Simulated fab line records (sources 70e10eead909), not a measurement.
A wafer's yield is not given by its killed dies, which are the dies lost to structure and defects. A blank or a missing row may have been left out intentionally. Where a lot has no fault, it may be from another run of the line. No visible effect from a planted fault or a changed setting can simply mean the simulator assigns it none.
fab line records	flow nand_harc
record: lots: 12	wafers: 36	last_day: 33
route steps=1302 shown A_STAIRCASE@670 END@1302
lots that met no fault: from a run of the same line without faults
start_h: hours from the record's opening day to when the first of the lot's shown wafers began	wait_h: hours from the lot's prior step to this one	" the same as in the row above	L1.1+2: a single row standing in for several wafers	- either no value or no given start	* or withheld: withheld	< > ~ a bound
route shown NAME@n: a module of which the file shows steps, and the number in the route of the first	usual: the fault-free wafers' mean and standard deviation	same: alike in all rows	chamber/n: place in a boat	sites: readings site by site	_std_site: their standard deviation	_edge_site: mean of outer sites minus mean of inner sites	radius_mm: how far each site lies from the wafer's centre	mask NAME#n: copy n	behind: the most recent tool/chamber to have shaped the wafer	hold: the reason the lot was held/the length of the hold in hours/how it ended	device: transistor that didn't switch, given as n, p or np	end of line: tests run on the same wafers once the route is complete	a step with no rows: only its recipe	killed: the dies lost at the first sort to structure and to defects; this is not the yield of the wafer	map: shows each die of a wafer: x if killed, . if not, _ if none is there
set.NAME: the setting that was run; set.NAME@STEP: the one run at that earlier step	model.NAME: the simulator's own value behind a step, which no gauge read
steps of the route over a sample of lots; a table a step, a row a wafer
services: the hour from which a tool's chamber was out of use, counted from the record's first day as start_h (under 0 if before that day), plus the number of hours and why
== steps ==
step: NHARC_A_STAIRCASE_TRIM_14
recipe: time_s: 211.2	o2_flow_sccm: 500	ar_flow_sccm: 0	bias_w: 0	chemistry: O2
usual: drypump_motor_current_A: 5.6/0.34	oes_product_au: 1.001/0.0085	rf_vpp_V: 57.9/0.92	showerhead_plenum_p_Torr: 3.56/0.14	throttle_valve_pct: 17.036/0.0096
same: bias_w: 0
lot.wafer	tool	chamber	start_h	wait_h	drypump_motor_current_A	oes_product_au	rf_hours_counter_h	rf_vpp_V	showerhead_plenum_p_Torr	throttle_valve_pct
L369.3	rie_diel-08	2	-	-	5.5	1.005	57	57.4	3.40	17.040
L369.4	"	0	"	"	5.3	1.013	51	58.9	3.74	17.048
L369.6	"	2	"	"	5.4	1.012	-	56.8	3.40	17.048
L373.4	rie_diel-08	3	-	-	5.7	1.007	7	57.9	3.45	17.025
L373.2	"	2	"	"	5.5	1.009	6	54.9	3.39	17.036
L373.6	"	3	"	"	5.7	1.004	-	59.0	3.45	17.028
L374.3	rie_diel-07	2	-	-	5.6	0.988	35	57.4	3.51	17.025
L374.1	"	3	"	"	6.0	1.006	40	57.4	3.59	17.040
L374.5	"	1	"	"	5.5	0.994	-	57.0	3.47	17.036
L376.4	rie_diel-07	0	-	-	5.8	1.008	38	60.7	3.67	17.050
L376.1	"	2	"	"	5.6	1.003	40	57.1	3.50	17.013
L376.2	"	3	"	"	6.0	1.002	45	57.3	3.59	17.018
L377.4	rie_diel-04	3	-	-	5.3	1.007	21	58.7	3.63	17.035
L377.1	"	2	"	"	5.8	1.004	20	57.9	3.74	17.024
L377.6	"	0	"	"	5.8	0.993	-	57.8	3.52	17.036
L379.1	rie_diel-08	1	-	-	6.0	0.997	22	58.3	3.80	17.031
L379.6	"	1	"	"	6.0	1.011	-	57.7	3.79	17.055
L379.5	"	2	"	"	5.5	1.014	-	57.5	3.38	17.042
L378.4	rie_diel-04	2	-	-	5.8	0.998	23	59.1	3.74	17.025
L378.1	"	3	"	"	5.3	1.004	24	58.3	3.62	17.038
L378.6	"	2	"	"	5.8	1.002	-	58.1	3.74	17.034
L386.2	rie_diel-08	2	-	-	5.4	1.010	45	54.6	3.37	17.031
L386.3	"	0	"	"	5.3	0.996	43	58.5	3.71	17.043
L386.5	"	2	"	"	5.4	1.014	-	57.3	3.37	17.050
L388.4	rie_diel-07	3	-	-	6.0	1.004	17	56.6	3.57	17.036
L388.6	"	2	"	"	5.7	1.002	-	57.2	3.49	17.029
L388.5	"	3	"	"	6.0	0.999	-	57.2	3.57	17.026
L389.1	rie_diel-07	2	-	-	5.6	0.998	21	57.6	3.48	17.049
L389.4	"	3	"	"	6.0	0.994	20	57.4	3.57	17.024
L389.3	"	0	"	"	5.8	0.992	23	58.2	3.64	17.025
L390.1	rie_diel-04	2	-	-	5.8	1.002	8	58.4	3.72	17.025
L390.2	"	0	"	"	5.8	0.998	10	56.3	3.50	17.035
L390.6	"	1	"	"	4.8	1.006	-	57.7	3.35	17.050
L392.2	rie_diel-04	3	-	-	5.3	0.995	10	56.3	3.60	17.041
L392.1	"	0	"	"	5.8	0.993	15	57.0	3.50	17.029
L392.5	"	2	"	"	5.8	0.984	-	57.9	3.72	17.042
step: NHARC_A_STAIRCASE_ETCH_17
recipe: target_depth_a: 1000	time_s: 40.5	ion_energy_ev: 400	c4f8_flow_sccm: 20	o2_flow_sccm: 10	ar_flow_sccm: withheld	rf_w: 600	bias_w: 1000	chemistry: C4F8/O2
usual: bias_w: 1000/3.1	chamber_pressure_mTorr: 25.000/0.023	oes_product_au: 0.943/0.011	rf_vpp_V: 897/5.1
lot.wafer	tool	chamber	start_h	wait_h	bias_w	chamber_pressure_mTorr	oes_product_au	rf_hours_counter_h	rf_vpp_V
L369.3	rie_diel-08	3	-	-	995	24.990	0.929	58	893
L369.4	"	0	"	"	1001	24.989	0.949	52	903
L369.6	"	1	"	"	1001	24.964	0.931	-	888
L373.2	rie_diel-08	1	-	-	1001	24.988	0.947	8	906
L373.4	"	0	"	"	1002	24.981	0.954	8	904
L373.6	"	1	"	"	990	24.990	0.930	-	907
L374.1	rie_diel-07	0	-	-	1000	25.026	0.949	34	902
L374.3	"	1	"	"	998	24.988	0.934	31	893
L374.5	"	3	"	"	1000	25.010	0.952	-	898
L376.1	rie_diel-07	0	-	-	1011	25.035	0.931	38	899
L376.2	"	1	"	"	1002	24.991	0.940	35	893
L376.4	"	2	"	"	1000	24.996	0.956	40	898
L377.1	rie_diel-04	2	-	-	1000	24.961	0.938	20	903
L377.4	"	3	"	"	998	24.990	0.934	22	898
L377.6	"	2	"	"	999	25.013	0.949	-	905
L379.1	rie_diel-08	2	-	-	997	24.998	0.944	22	889
L379.6	"	3	"	"	998	25.001	0.941	-	893
L379.5	"	0	"	"	1001	25.008	0.957	-	902
L378.1	rie_diel-04	2	-	-	1002	24.985	0.926	23	903
L378.4	"	3	"	"	1002	24.972	0.943	25	900
L378.6	"	1	"	"	1000	24.988	0.940	-	890
L386.3	rie_diel-08	3	-	-	1005	24.986	0.949	47	892
L386.2	"	0	"	"	1006	25.006	0.942	43	901
L386.5	"	1	"	"	1000	25.009	0.943	-	907
L388.4	rie_diel-07	3	-	-	1004	24.981	0.937	18	898
L388.5	"	0	"	"	1000	24.992	0.927	-	899
L388.6	"	1	"	"	1001	24.975	0.917	-	893
L389.1	rie_diel-07	2	-	-	1003	25.006	0.944	21	894
L389.3	"	0	"	"	998	25.046	0.963	23	901
L389.4	"	1	"	"	996	24.999	0.928	24	891
L390.2	rie_diel-04	0	-	-	995	25.024	0.931	12	895
L390.1	"	1	"	"	1003	24.995	0.949	10	890
L390.6	"	3	"	"	1003	25.025	0.936	-	898
L392.2	rie_diel-04	3	-	-	998	24.972	0.949	11	898
L392.1	"	0	"	"	1001	24.987	0.953	16	895
L392.5	"	1	"	"	996	25.004	0.948	-	889
step: NHARC_A_STAIRCASE_ETCH_25
recipe: target_depth_a: 1000	time_s: 40.5	ion_energy_ev: 400	c4f8_flow_sccm: 20	o2_flow_sccm: 10	ar_flow_sccm: withheld	rf_w: 600	bias_w: 1000	chemistry: C4F8/O2
usual: bias_w: 999.8/2.5	chamber_pressure_mTorr: 25.002/0.022	oes_product_au: 0.943/0.01	rf_vpp_V: 897/5
lot.wafer	tool	chamber	start_h	wait_h	bias_w	chamber_pressure_mTorr	oes_product_au	rf_hours_counter_h	rf_vpp_V
L369.3	rie_diel-07	1	351.04	-	998.4	24.987	0.918	14	894
L369.4	"	2	"	"	999.8	25.006	0.943	15	896
L369.6	"	0	"	"	1002.5	25.033	0.937	-	901
L373.4	rie_diel-08	3	396.63	-	1005.9	24.964	0.934	7	893
L373.2	"	0	"	"	1000.5	24.996	0.953	9	904
L373.6	"	1	"	"	995.4	25.004	0.926	-	907
L374.3	rie_diel-04	1	408.74	-	997.5	25.002	0.952	12	890
L374.1	"	2	"	"	998.9	24.982	0.940	10	904
L374.5	"	3	"	"	1000.1	25.012	0.951	-	900
L376.4	rie_diel-07	1	422.29	-	-	-	-	-	-
L376.2	"	3	"	"	-	-	-	-	-
L376.1	"	0	"	"	-	-	-	-	-
L377.1	rie_diel-04	3	442.49	-	-	-	-	-	-
L377.4	"	0	"	"	-	-	-	-	-
L377.6	"	3	"	"	-	-	-	-	-
L379.1	rie_diel-08	1	452.48	-	1002.9	25.019	0.938	23	907
L379.6	"	3	"	"	1000.2	25.011	0.931	-	894
L379.5	"	0	"	"	999.7	25.029	0.948	-	903
L378.4	rie_diel-04	2	452.84	-	1005.6	24.982	0.932	24	904
L378.1	"	3	"	"	1004.8	25.021	0.935	25	899
L378.6	"	1	"	"	1002.9	25.006	0.937	-	888
L386.3	rie_diel-08	0	517.39	-	1001.7	25.020	0.956	44	902
L386.2	"	1	"	"	1002.0	24.976	0.937	42	905
L386.5	"	2	"	"	1003.0	24.995	0.954	-	890
L388.4	rie_diel-07	1	539.92	-	999.4	24.971	0.939	23	893
L388.6	"	0	"	"	999.6	25.017	0.946	-	902
L388.5	"	1	"	"	997.9	24.986	0.929	-	892
L389.4	rie_diel-07	1	542.00	-	996.9	25.035	0.933	24	893
L389.3	"	2	"	"	1000.0	24.969	0.951	21	894
L389.1	"	3	"	"	1000.5	25.006	0.957	21	896
L390.2	rie_diel-07	3	566.78	-	1001.1	24.987	0.949	28	897
L390.1	"	1	"	"	1002.8	24.999	0.957	34	892
L390.6	"	3	"	"	998.2	24.987	0.955	-	897
L392.2	rie_diel-04	1	585.23	-	1001.7	25.005	0.952	14	888
L392.1	"	2	"	"	1003.5	24.997	0.933	14	903
L392.5	"	1	"	"	1001.2	25.010	0.951	-	890
step: NHARC_A_STAIRCASE_STRIP_175
recipe: power_w: 1500	temp_c: 250	chemistry: O2
usual: drypump_motor_current_A: 5.5/0.3	heater_power_w: 339/16
lot.wafer	tool	chamber	start_h	wait_h	drypump_motor_current_A	heater_power_w	rf_hours_counter_h
L369.3	plasma_asher-02	1	351.85	0.4	5.8	330	-
L369.4	"	0	"	"	5.7	317	-
L369.6	"	1	"	"	5.8	324	-
L373.2	plasma_asher-01	0	397.07	0.1	5.3	346	9
L373.4	"	1	"	"	5.1	346	-
L373.6	"	1	"	"	5.1	345	-
L374.1	plasma_asher-02	0	409.14	0.1	5.8	316	32
L374.3	"	0	"	"	5.8	323	-
L374.5	"	1	"	"	5.8	325	-
L376.1	plasma_asher-01	1	422.69	0.1	5.1	350	15
L376.2	"	0	"	"	5.4	346	15
L376.4	"	1	"	"	5.1	345	-
L377.1	plasma_asher-01	0	442.98	0.1	5.3	351	20
L377.4	"	1	"	"	5.1	347	-
L377.6	"	0	"	"	5.3	343	-
L379.1	plasma_asher-01	0	453.06	0.1	5.3	345	21
L379.6	"	1	"	"	5.0	344	-
L379.5	"	0	"	"	5.3	351	-
L378.1	plasma_asher-01	0	453.55	0.1	5.3	361	22
L378.4	"	1	"	"	5.1	344	-
L378.6	"	0	"	"	5.3	350	-
L386.2	plasma_asher-01	1	517.84	0.1	5.0	343	35
L386.3	"	0	"	"	5.3	353	-
L386.5	"	1	"	"	5.1	337	-
L388.4	plasma_asher-02	0	540.50	0.2	5.7	318	-
L388.5	"	0	"	"	5.8	313	-
L388.6	"	1	"	"	5.8	332	-
L389.1	plasma_asher-02	1	542.48	0.1	5.9	329	24
L389.4	"	0	"	"	5.8	313	-
L389.3	"	1	"	"	5.8	334	-
L390.1	plasma_asher-02	1	567.18	0.1	5.8	325	29
L390.2	"	0	"	"	5.8	319	29
L390.6	"	0	"	"	5.8	310	-
L392.2	plasma_asher-02	0	585.64	0.1	5.8	322	33
L392.1	"	1	"	"	5.9	333	33
L392.5	"	0	"	"	5.8	320	-
step: NHARC_END_SORT_01
recipe: temp_c: 25
usual: killed_at_array: 60/21	killed_at_other: 1.0/1.2	killed_at_periphery: 4.2/2.8	killed_dies: 65/20	killed_open: 3.1/1.8	killed_short: 2.6/1.6
same: gross_dies: 677
lot.wafer	tool	chamber	start_h	wait_h	killed_at_array	killed_at_other	killed_at_periphery	killed_dies	killed_open	killed_short
L376.1	prober-02	0	623.16	2.5	672	1	4	677	5	3
L376.2	prober-02	0	623.96	2.8	674	0	3	677	5	4
L376.4	prober-02	0	625.55	3.4	675	1	1	677	1	4
L377.1	prober-01	0	656.42	2.5	669	6	2	677	6	2
L377.4	prober-01	0	658.78	3.4	676	0	1	677	5	1
L377.6	prober-01	0	660.36	3.9	674	1	2	677	3	3
killed by level:class
L376.1 A_STAIRCASE:area_etch=586 A_CHANNEL_HOLE_D2:chamber_film_flake=30 A_CHANNEL_HOLE_D1:chamber_film_flake=28 A_SLIT:chamber_film_flake=15 A_CONTACT:chamber_film_flake=4 A_CHANNEL_FILL_D2:geometric_particle:open=2 P_ZERO_WELL:chamber_film_flake=2 A_STAIRCASE:chamber_film_flake=2
L376.2 A_STAIRCASE:area_etch=579 A_CHANNEL_HOLE_D1:chamber_film_flake=29 A_SLIT:chamber_film_flake=27 A_CHANNEL_HOLE_D2:chamber_film_flake=25 P_ZERO_WELL:chamber_film_flake=2 A_CONTACT:chamber_film_flake=2 A_SOURCE_PLATE:geometric_particle:open=1 A_SOURCE_PLATE:geometric_particle:short=1
L376.4 A_STAIRCASE:area_etch=581 A_CHANNEL_HOLE_D1:chamber_film_flake=33 A_CHANNEL_HOLE_D2:chamber_film_flake=32 A_SLIT:chamber_film_flake=15 A_CONTACT:chamber_film_flake=3 A_M0:chamber_film_flake=3 A_STAIRCASE:chamber_film_flake=2 A_WL_FILL:chamber_film_flake=2
L377.1 A_STAIRCASE:area_etch=599 A_CHANNEL_HOLE_D1:chamber_film_flake=32 A_SLIT:chamber_film_flake=13 A_CHANNEL_HOLE_D2:chamber_film_flake=7 THIN_TSV:chamber_film_flake=6 A_STAIRCASE:chamber_film_flake=3 A_WL_FILL:chamber_film_flake=2 A_CONTACT:chamber_film_flake=2
L377.4 A_STAIRCASE:area_etch=589 A_CHANNEL_HOLE_D1:chamber_film_flake=34 A_SLIT:chamber_film_flake=33 A_CHANNEL_HOLE_D2:chamber_film_flake=9 A_WL_FILL:geometric_particle:open=2 A_STAIRCASE:chamber_film_flake=2 A_ONON_D1:geometric_particle:open=1 A_CHANNEL_FILL_D1:geometric_particle:open=1
L377.6 A_STAIRCASE:area_etch=592 A_SLIT:chamber_film_flake=32 A_CHANNEL_HOLE_D1:chamber_film_flake=31 A_CHANNEL_HOLE_D2:chamber_film_flake=8 A_DECK1_JOINT:chamber_film_flake=2 P_CONTACT:geometric_particle:open=1 A_ONON_D1:geometric_particle:open=1 A_CHANNEL_FILL_D1:geometric_particle:short=1
== services ==
tool	chamber	start_h	hours	kind
rie_diel-07	0	328.06	-	clean
rie_diel-07	1	328.06	-	clean
rie_diel-07	2	328.06	-	clean
rie_diel-07	3	328.06	-	clean
plasma_asher-01	-	342.00	9.0	pm
rie_diel-04	2	346.75	6.7	repair
rie_diel-07	0	352.56	-	clean
rie_diel-07	1	352.56	-	clean
rie_diel-07	2	352.56	-	clean
rie_diel-07	3	352.56	-	clean
rie_diel-04	-	356.20	9.0	pm
rie_diel-08	-	367.91	9.0	pm
rie_diel-07	1	374.61	3.3	repair
rie_diel-07	0	380.79	-	clean
rie_diel-07	1	380.79	-	clean
rie_diel-07	2	380.79	-	clean
rie_diel-07	0	388.16	14.9	repair
rie_diel-08	2	409.45	4.7	repair
plasma_asher-02	-	426.29	9.0	pm
rie_diel-07	1	459.92	9.0	repair
plasma_asher-01	-	519.00	9.0	pm
plasma_asher-02	-	519.02	5.1	repair
rie_diel-04	-	533.20	9.0	pm
rie_diel-04	2	556.72	1.8	repair
== key ==
first_sign: step: NHARC_A_STAIRCASE_ETCH_25	reading: tool_record	direction: missing
effect: step: NHARC_END_SORT_01	reading: killed_dies	direction: up	sigmas: 31	usual: 65	struck: 677
more_kills_born_at: NHARC_A_STAIRCASE_ETCH_25@rie_diel-04: 1782	NHARC_A_STAIRCASE_ETCH_25@rie_diel-07: 1744
met_at NHARC_A_STAIRCASE_ETCH_25
struck_lots L376,L377
later_rows_left_out L376.1,L376.2,L376.4,L377.1,L377.4,L377.6
tester_left_out L376,L377
not_acting_at NHARC_A_STAIRCASE_TRIM_14,NHARC_A_STAIRCASE_ETCH_17,NHARC_A_STAIRCASE_STRIP_175
onset_between 408.74 422.29
fault: kind: skipped_step_whole	tool: rie_diel-04,rie_diel-07	chamber: -	onset_h: 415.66	steps: NHARC_A_STAIRCASE_ETCH_25	scope: struck_lots_only
tester_left_out: of these lots the tester's yield and bins aren't shown, on N5 and GAA mostly nor the transistor test; their killed dies are dies lost to structure and defects alone, not to doping, threshold or leakage, so they don't give the yield
later_rows_left_out: the simulator's readings of these wafers behind a module that went badly wrong aren't trusted and aren't shown, but for the sort
